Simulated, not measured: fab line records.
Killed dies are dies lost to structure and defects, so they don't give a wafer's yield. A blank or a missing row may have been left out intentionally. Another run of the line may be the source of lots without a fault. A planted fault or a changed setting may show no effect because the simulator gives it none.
Chamber matching -- flow nand_harc -- NHARC_P_M2_DEP_33 on pecvd-03: 3 sister chambers
The step deposits SiCN, target thk 30 nm. 3 wafers are shown with their chamber, then 7 later ones without.

WAFERS WITH THEIR CHAMBER
wafer,chamber,heater_power_w (W)
L545.5,0,451
L551.1,2,568
L551.2,1,608

WAFERS WITHOUT THEIR CHAMBER
wafer,heater_power_w (W)
L551.5,571
L556.1,490
L556.2,466
L556.3,625
L562.2,602
L562.5,506
L562.6,562

THE CHAMBER EACH PASSED THROUGH
wafer,from the rows above,in truth
L551.5,can't be placed: 2 or 1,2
L556.1,can't be placed: 0 or 2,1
L556.2,0,0
L556.3,can't be placed: 1 or 2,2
L562.2,can't be placed: 1 or 2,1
L562.5,can't be placed: 0 or 2 or 1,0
L562.6,can't be placed: 2 or 1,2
Correct placement for 1 of the 7. Can't be placed from these rows: 6 (the true chamber is among the candidates in 5). Placed wrongly: 0.
How it was worked out, from the rows above alone: a wafer's distance from a chamber is the root of the sum, over the readings, of the square of ((its reading less the chamber's mean) divided by the reading's scatter). If the next closest chamber is less than 2 further off than the closest, the wafer can't be placed; otherwise it belongs to the closest. The mean given for a chamber averages the wafers shown for that chamber. The scatter: with one shown wafer a chamber, the root of the mean of the squares of how far each hidden wafer lies from its nearest shown one.
